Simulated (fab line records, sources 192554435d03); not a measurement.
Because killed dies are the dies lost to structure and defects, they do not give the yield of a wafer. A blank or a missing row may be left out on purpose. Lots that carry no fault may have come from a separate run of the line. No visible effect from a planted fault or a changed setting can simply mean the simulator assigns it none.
Problem report, 8D (eight disciplines) form, completed by code + flow n5Finfet + the parts of the form that need people (team, actions taken, sign-off) are left out

== 1. THE PROBLEM ==
At N5_BEOL_M11_COAT_63, plateTempC averages 255.94 C over 6 wafers from 2 lots, while fault-free wafers read 250.01 C, standard deviation 0.15. That puts it +40 standard deviations away from the usual mean.
The step: time 60 s, resist thk 100 nm.
The first sign was on wafer L682.1 at day 14 02:37, on lithoTrack-02. Wafers with a number at this step in the record: 36, from 12 lots. Rule for "out", or "out of limits": more than 4 standard deviations from the usual mean. All remaining wafers that have a number are taken as sound.

== 2. WHAT THIS IS AND IS NOT ==
| question                    | is                            | is not                                                                    |
|-----------------------------|-------------------------------|---------------------------------------------------------------------------|
| which readings at this step | plateTempC, heaterPowerTotalW | -                                                                         |
| which lots                  | L682, L685                    | L669, L670, L671, L672, L673, L674, L676, L679, L690, L691                |
| which wafers of those lots  | all that have a number        | -                                                                         |
| read on which tools         | lithoTrack-02                 | lithoTrack-03, lithoTrack-05                                              |
| when                        | from day 14 02:37             | up to then (24 sound wafers); but 6 sound wafers of L690, L691 came after |

== 3. THE SUSPECTS, EACH WITH WHAT RULES IT OUT ==
Counting: a tool at a process step up to the reading stays a suspect if it ran every lot that is out and no sound lot after the first of them.
- lithoTrack-02 at N5_BEOL_M11_COAT_63 (time 60 s, resist thk 100 nm): kept. Every lot that is out went through it, starting with L682 (day 14 02:37), and after that it ran no sound lot; the last sound lot it ran before then is L679 (day 12 19:38). Its own readings are out on those wafers: heaterPowerTotalW, plateTempC.
Remaining after the count: lithoTrack-02 at N5_BEOL_M11_COAT_63.

== 4. THE CAUSE (what the simulator had put in) ==
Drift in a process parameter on lithoTrack-02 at N5_BEOL_M11_COAT_63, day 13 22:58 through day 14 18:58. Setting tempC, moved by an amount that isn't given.
Only this tool survived the counting.

== 5. THE EFFECT CHAIN, in route order ==
Each row: a reading whose mean over the struck wafers that have a number lies more than 3 standard deviations from the usual. Only readings whose record carries a usual standard deviation are examined. hours: median over the lots of the time between each lot's start at the first step of this table that gives one and its start at this step. sigmas: the change, counted in usual standard deviations.
| hours | step                | reading           | usual    | on struck wafers | change | sigmas |
|-------|---------------------|-------------------|----------|------------------|--------|--------|
| 0     | N5_BEOL_M11_COAT_63 | heaterPowerTotalW | 500.6 W  | 517.0            | +16.4  | +9.1   |
| 0     | N5_BEOL_M11_COAT_63 | plateTempC        | 250.01 C | 255.94           | +5.93  | +40    |
Process steps it contains:
- N5_BEOL_M11_COAT_63: time 60 s, resist thk 100 nm.

== 6. HOW IT WOULD HAVE BEEN CAUGHT EARLIER ==
First out-of-limits reading in this record: day 14 02:37, which is 4 hours after fault onset at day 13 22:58.
